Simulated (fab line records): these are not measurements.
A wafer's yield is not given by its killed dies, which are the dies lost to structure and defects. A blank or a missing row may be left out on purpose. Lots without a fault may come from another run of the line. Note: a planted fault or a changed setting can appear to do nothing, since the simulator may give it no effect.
What tool caused it? :: flow n5-finfet :: 12 lots, 33 wafers sampled, at 5 steps of a route of 1938

WHAT THE GAUGES SHOWED, per wafer
N5_ILD0_THK_MEAS_08. Usual: 138.7 nm for thk-nm, sd 1.1.
lot: L556
measured: day 3 17:22
on: film-metro-01
thk-nm (nm): 137.4 138.1
flag: 

lot: L558
measured: day 4 06:13
on: film-metro-02
thk-nm (nm): 139.3 137.7 138.5
flag: 

lot: L559
measured: day 4 08:00
on: film-metro-02
thk-nm (nm): 139.8 140.0 140.4
flag: 

lot: L560
measured: day 4 17:10
on: film-metro-01
thk-nm (nm): 137.0 139.0 139.5
flag: 

lot: L562
measured: day 5 04:47
on: film-metro-02
thk-nm (nm): 139.1 138.1 138.0
flag: 

lot: L568
measured: day 6 17:46
on: film-metro-01
thk-nm (nm): 133.9 137.2
flag: 

lot: L571
measured: day 7 05:33
on: film-metro-01
thk-nm (nm): 139.2 137.7 139.0
flag: 

lot: L573
measured: day 7 19:33
on: film-metro-01
thk-nm (nm): 139.1 138.9
flag: 

lot: L574
measured: day 8 04:58
on: film-metro-01
thk-nm (nm): 137.9 138.8 137.7
flag: 

lot: L575
measured: day 8 14:29
on: film-metro-02
thk-nm (nm): 139.3 139.4 138.7
flag: 

lot: L576
measured: day 8 14:50
on: film-metro-01
thk-nm (nm): 139.3 139.9 138.4
flag: 

lot: L578
measured: day 9 04:58
on: film-metro-02
thk-nm (nm): 138.4 137.6 140.4
flag: 

N5_ILD0_THK_MEAS_13. Usual: 17.6 nm for thk-nm, sd 1.
lot: L556
measured: day 3 20:35
on: film-metro-02
thk-nm (nm): 18.1 16.0
flag: 

lot: L558
measured: day 4 09:26
on: film-metro-02
thk-nm (nm): 16.9 16.4 16.7
flag: 

lot: L559
measured: day 4 11:26
on: film-metro-01
thk-nm (nm): 17.4 16.2 17.0
flag: 

lot: L560
measured: day 4 20:22
on: film-metro-02
thk-nm (nm): 17.3 16.3 17.4
flag: 

lot: L562
measured: day 5 08:04
on: film-metro-01
thk-nm (nm): 18.8 18.3 18.8
flag: 

lot: L568
measured: day 6 21:05
on: film-metro-02
thk-nm (nm): 18.8 17.6
flag: 

lot: L571
measured: day 7 08:46
on: film-metro-02
thk-nm (nm): 18.0 17.5 17.1
flag: 

lot: L573
measured: day 7 22:46
on: film-metro-01
thk-nm (nm): 18.7 16.4
flag: 

lot: L574
measured: day 8 08:11
on: film-metro-01
thk-nm (nm): 16.6 18.2 16.5
flag: 

lot: L575
measured: day 8 17:41
on: film-metro-01
thk-nm (nm): 16.9 16.2 18.3
flag: 

lot: L576
measured: day 8 19:35
on: film-metro-01
thk-nm (nm): 16.5 18.3 17.8
flag: 

lot: L578
measured: day 9 08:10
on: film-metro-01
thk-nm (nm): 17.9 18.6 18.1
flag: 

WHAT TOOL EACH LOT RAN ON (gives the tool, then ch and the chambers of the sampled wafers, and finally the start)
lot: L556
N5_SD_EPI_N_VAPOR_ETCH_50: epi-rpcvd-02 ch 0, day 3 03:15
N5_SD_EPI_P_ETCH_36: rie-diel-04 ch 0,1, day 3 07:46
N5_ILD0_CMP_07: cmp-04 ch 0,1, day 3 17:04

lot: L558
N5_SD_EPI_N_VAPOR_ETCH_50: epi-rpcvd-03 ch 0, day 3 19:24
N5_SD_EPI_P_ETCH_36: rie-diel-04 ch 1,2, day 3 22:38
N5_ILD0_CMP_07: cmp-03 ch 1,2, day 4 05:56

lot: L559
N5_SD_EPI_N_VAPOR_ETCH_50: epi-rpcvd-04 ch 0, day 3 19:53
N5_SD_EPI_P_ETCH_36: rie-diel-06 ch 1,2,3, day 3 23:28
N5_ILD0_CMP_07: cmp-03 ch 1,3, day 4 07:44

lot: L560
N5_SD_EPI_N_VAPOR_ETCH_50: epi-rpcvd-02 ch 0, day 4 03:58
N5_SD_EPI_P_ETCH_36: rie-diel-02 ch 1,2,3, day 4 07:44
N5_ILD0_CMP_07: cmp-01 ch 0,1,3, day 4 16:54

lot: L562
N5_SD_EPI_N_VAPOR_ETCH_50: epi-rpcvd-03 ch 0, day 4 17:08
N5_SD_EPI_P_ETCH_36: rie-diel-02 ch 0,2,3, day 4 20:06
N5_ILD0_CMP_07: cmp-04 ch 1,2,3, day 5 04:29

lot: L568
N5_SD_EPI_N_VAPOR_ETCH_50: epi-rpcvd-04 ch 0, day 6 06:34
N5_SD_EPI_P_ETCH_36: rie-diel-02 ch 1,3, day 6 09:56
N5_ILD0_CMP_07: cmp-04 ch 0,1, day 6 17:28

lot: L571
N5_SD_EPI_N_VAPOR_ETCH_50: epi-rpcvd-02 ch 0, day 6 18:34
N5_SD_EPI_P_ETCH_36: rie-diel-06 ch 0,2, day 6 21:33
N5_ILD0_CMP_07: cmp-01 ch 0,1,3, day 7 05:22

lot: L573
N5_SD_EPI_N_VAPOR_ETCH_50: epi-rpcvd-03 ch 0, day 7 08:33
N5_SD_EPI_P_ETCH_36: rie-diel-06 ch 1, day 7 11:29
N5_ILD0_CMP_07: cmp-03 ch 0,1, day 7 19:15

lot: L574
N5_SD_EPI_N_VAPOR_ETCH_50: epi-rpcvd-02 ch 0, day 7 17:16
N5_SD_EPI_P_ETCH_36: rie-diel-02 ch 1,3, day 7 20:14
N5_ILD0_CMP_07: cmp-03 ch 0,1, day 8 04:41

lot: L575
N5_SD_EPI_N_VAPOR_ETCH_50: epi-rpcvd-04 ch 0, day 8 01:28
N5_SD_EPI_P_ETCH_36: rie-diel-02 ch 0,1,3, day 8 05:14
N5_ILD0_CMP_07: cmp-01 ch 0,2,3, day 8 14:16

lot: L576
N5_SD_EPI_N_VAPOR_ETCH_50: epi-rpcvd-02 ch 0, day 8 03:34
N5_SD_EPI_P_ETCH_36: rie-diel-02 ch 2,3, day 8 06:36
N5_ILD0_CMP_07: cmp-01 ch 1,3, day 8 14:35

lot: L578
N5_SD_EPI_N_VAPOR_ETCH_50: epi-rpcvd-03 ch 0, day 8 17:22
N5_SD_EPI_P_ETCH_36: rie-diel-04 ch 1,2,3, day 8 21:03
N5_ILD0_CMP_07: cmp-03 ch 1,2,3, day 9 04:47
- N5_SD_EPI_N_VAPOR_ETCH_50: etches Si in HCl, time 54 s.
- N5_SD_EPI_P_ETCH_36: etches SiARC in CF4, target depth 45.5 nm, time 75.8 s.
- N5_ILD0_CMP_07: polishes SiO2 flowable, stops on poly-Si, t overpolish 1.18 s, target thk 138.88 nm.

AS READ BY THE TOOLS THEMSELVES (means over the sampled wafers that have a number; for cases with no such wafer, the mark the record gives instead)
N5_SD_EPI_N_VAPOR_ETCH_50. Usual: 11.5 % for throttle-valve-pct, sd 0.56.
lot: L556
tool: epi-rpcvd-02
throttle-valve-pct (%): 11.8
flag: 

lot: L558
tool: epi-rpcvd-03
throttle-valve-pct (%): 12.2
flag: 

lot: L559
tool: epi-rpcvd-04
throttle-valve-pct (%): 10.9
flag: 

lot: L560
tool: epi-rpcvd-02
throttle-valve-pct (%): 11.8
flag: 

lot: L562
tool: epi-rpcvd-03
throttle-valve-pct (%): 12.1
flag: 

lot: L568
tool: epi-rpcvd-04
throttle-valve-pct (%): 10.9
flag: 

lot: L571
tool: epi-rpcvd-02
throttle-valve-pct (%): 11.7
flag: 

lot: L573
tool: epi-rpcvd-03
throttle-valve-pct (%): 12.1
flag: 

lot: L574
tool: epi-rpcvd-02
throttle-valve-pct (%): 11.9
flag: 

lot: L575
tool: epi-rpcvd-04
throttle-valve-pct (%): 11.0
flag: 

lot: L576
tool: epi-rpcvd-02
throttle-valve-pct (%): 11.8
flag: 

lot: L578
tool: epi-rpcvd-03
throttle-valve-pct (%): 12.2
flag: 

N5_SD_EPI_P_ETCH_36. Usual: drypump-motor-current-A 5.5 A, standard deviation 0.5; etch-rf-on-time-s 76.4 s, standard deviation 1.6; oes-product-au 0.66 a.u., standard deviation 0.061; rf-vpp-V 184.4 V, standard deviation 0.96; showerhead-plenum-p-Torr 2.17 Torr, standard deviation 0.047; throttle-valve-pct 15.62 %, standard deviation 0.18.
lot: L556
tool: rie-diel-04
drypump-motor-current-A (A): 5.7
etch-rf-on-time-s (s): 75.2
oes-product-au (a.u.): 0.70
rf-vpp-V (V): 184.7
showerhead-plenum-p-Torr (Torr): 2.21
throttle-valve-pct (%): 15.48
flag: 

lot: L558
tool: rie-diel-04
drypump-motor-current-A (A): 5.7
etch-rf-on-time-s (s): 75.8
oes-product-au (a.u.): 0.70
rf-vpp-V (V): 184.6
showerhead-plenum-p-Torr (Torr): 2.20
throttle-valve-pct (%): 15.56
flag: 

lot: L559
tool: rie-diel-06
drypump-motor-current-A (A): 5.8
etch-rf-on-time-s (s): 75.5
oes-product-au (a.u.): 0.64
rf-vpp-V (V): 184.5
showerhead-plenum-p-Torr (Torr): 2.17
throttle-valve-pct (%): 15.77
flag: 

lot: L560
tool: rie-diel-02
drypump-motor-current-A (A): 5.7
etch-rf-on-time-s (s): 76.1
oes-product-au (a.u.): 0.65
rf-vpp-V (V): 184.7
showerhead-plenum-p-Torr (Torr): 2.20
throttle-valve-pct (%): 15.62
flag: 

lot: L562
tool: rie-diel-02
drypump-motor-current-A (A): 5.5
etch-rf-on-time-s (s): 77.6
oes-product-au (a.u.): 0.62
rf-vpp-V (V): 184.9
showerhead-plenum-p-Torr (Torr): 2.19
throttle-valve-pct (%): 15.71
flag: 

lot: L568
tool: rie-diel-02
drypump-motor-current-A (A): 5.4
etch-rf-on-time-s (s): 75.7
oes-product-au (a.u.): 0.67
rf-vpp-V (V): 185.1
showerhead-plenum-p-Torr (Torr): 2.19
throttle-valve-pct (%): 15.47
flag: 

lot: L571
tool: rie-diel-06
drypump-motor-current-A (A): 5.5
etch-rf-on-time-s (s): 77.0
oes-product-au (a.u.): 0.63
rf-vpp-V (V): 183.6
showerhead-plenum-p-Torr (Torr): 2.14
throttle-valve-pct (%): 15.70
flag: 

lot: L573
tool: rie-diel-06
drypump-motor-current-A (A): 5.5
etch-rf-on-time-s (s): 73.8
oes-product-au (a.u.): 0.66
rf-vpp-V (V): 185.2
showerhead-plenum-p-Torr (Torr): 2.23
throttle-valve-pct (%): 15.86
flag: 

lot: L574
tool: rie-diel-02
drypump-motor-current-A (A): 5.4
etch-rf-on-time-s (s): 76.9
oes-product-au (a.u.): 0.66
rf-vpp-V (V): 184.9
showerhead-plenum-p-Torr (Torr): 2.17
throttle-valve-pct (%): 15.52
flag: 

lot: L575
tool: rie-diel-02
drypump-motor-current-A (A): 5.3
etch-rf-on-time-s (s): 78.5
oes-product-au (a.u.): 0.63
rf-vpp-V (V): 185.1
showerhead-plenum-p-Torr (Torr): 2.16
throttle-valve-pct (%): 15.61
flag: 

lot: L576
tool: rie-diel-02
drypump-motor-current-A (A): 5.5
etch-rf-on-time-s (s): 76.9
oes-product-au (a.u.): 0.70
rf-vpp-V (V): 184.8
showerhead-plenum-p-Torr (Torr): 2.22
throttle-valve-pct (%): 15.46
flag: 

lot: L578
tool: rie-diel-04
drypump-motor-current-A (A): 5.5
etch-rf-on-time-s (s): 75.8
oes-product-au (a.u.): 0.69
rf-vpp-V (V): 184.3
showerhead-plenum-p-Torr (Torr): 2.16
throttle-valve-pct (%): 15.60
flag: 

N5_ILD0_CMP_07. Usual: edge-zone-pressure-frac 0.999, standard deviation 0.0049; motor-current-A 11.9 A, standard deviation 1.6; platen-rpm 51.79 rpm, standard deviation 0.035; retaining-ring-pressure-frac 1.000, standard deviation 0.0048.
lot: L556
tool: cmp-04
edge-zone-pressure-frac: 1.006
motor-current-A (A): 11.2
platen-rpm (rpm): 51.80
retaining-ring-pressure-frac: 1.002
flag: 

lot: L558
tool: cmp-03
edge-zone-pressure-frac: 1.001
motor-current-A (A): 10.6
platen-rpm (rpm): 51.78
retaining-ring-pressure-frac: 1.006
flag: 

lot: L559
tool: cmp-03
edge-zone-pressure-frac: 1.004
motor-current-A (A): 10.9
platen-rpm (rpm): 51.80
retaining-ring-pressure-frac: 0.998
flag: 

lot: L560
tool: cmp-01
edge-zone-pressure-frac: 0.993
motor-current-A (A): 12.7
platen-rpm (rpm): 51.77
retaining-ring-pressure-frac: 1.000
flag: 

lot: L562
tool: cmp-04
edge-zone-pressure-frac: 0.997
motor-current-A (A): 11.6
platen-rpm (rpm): 51.78
retaining-ring-pressure-frac: 1.001
flag: 

lot: L568
tool: cmp-04
edge-zone-pressure-frac: 1.002
motor-current-A (A): 11.3
platen-rpm (rpm): 51.78
retaining-ring-pressure-frac: 0.994
flag: 

lot: L571
tool: cmp-01
edge-zone-pressure-frac: 1.006
motor-current-A (A): 12.8
platen-rpm (rpm): 51.81
retaining-ring-pressure-frac: 1.000
flag: 

lot: L573
tool: cmp-03
edge-zone-pressure-frac: 1.002
motor-current-A (A): 10.3
platen-rpm (rpm): 51.79
retaining-ring-pressure-frac: 1.002
flag: 

lot: L574
tool: cmp-03
edge-zone-pressure-frac: 0.997
motor-current-A (A): 10.2
platen-rpm (rpm): 51.79
retaining-ring-pressure-frac: 0.995
flag: 

lot: L575
tool: cmp-01
edge-zone-pressure-frac: 0.999
motor-current-A (A): 13.4
platen-rpm (rpm): 51.83
retaining-ring-pressure-frac: 1.001
flag: 

lot: L576
tool: cmp-01
edge-zone-pressure-frac: 0.999
motor-current-A (A): 12.2
platen-rpm (rpm): 51.83
retaining-ring-pressure-frac: 0.997
flag: 

lot: L578
tool: cmp-03
edge-zone-pressure-frac: 0.998
motor-current-A (A): 11.9
platen-rpm (rpm): 51.79
retaining-ring-pressure-frac: 0.999
flag: 

THE ANSWER, worked out from the rows above alone
Rule: a lot counts as off when the mean over its wafers that have a number is more than 3 standard deviations away from the usual mean. A lot without any number at a reading at which 4 lots or more have one is off too. Any other lot the step has rows for is counted as sound. Order of review: gauges by route order, followed by the tools' own readings, for which a lot's mean as printed above is used. At the first step where some lot is off, the reading lying furthest off is the one used; lots without a number count as furthest.
No lot is off on any of the readings shown, so nothing can be concluded from this.

WHAT THE SIMULATOR HAD PUT IN
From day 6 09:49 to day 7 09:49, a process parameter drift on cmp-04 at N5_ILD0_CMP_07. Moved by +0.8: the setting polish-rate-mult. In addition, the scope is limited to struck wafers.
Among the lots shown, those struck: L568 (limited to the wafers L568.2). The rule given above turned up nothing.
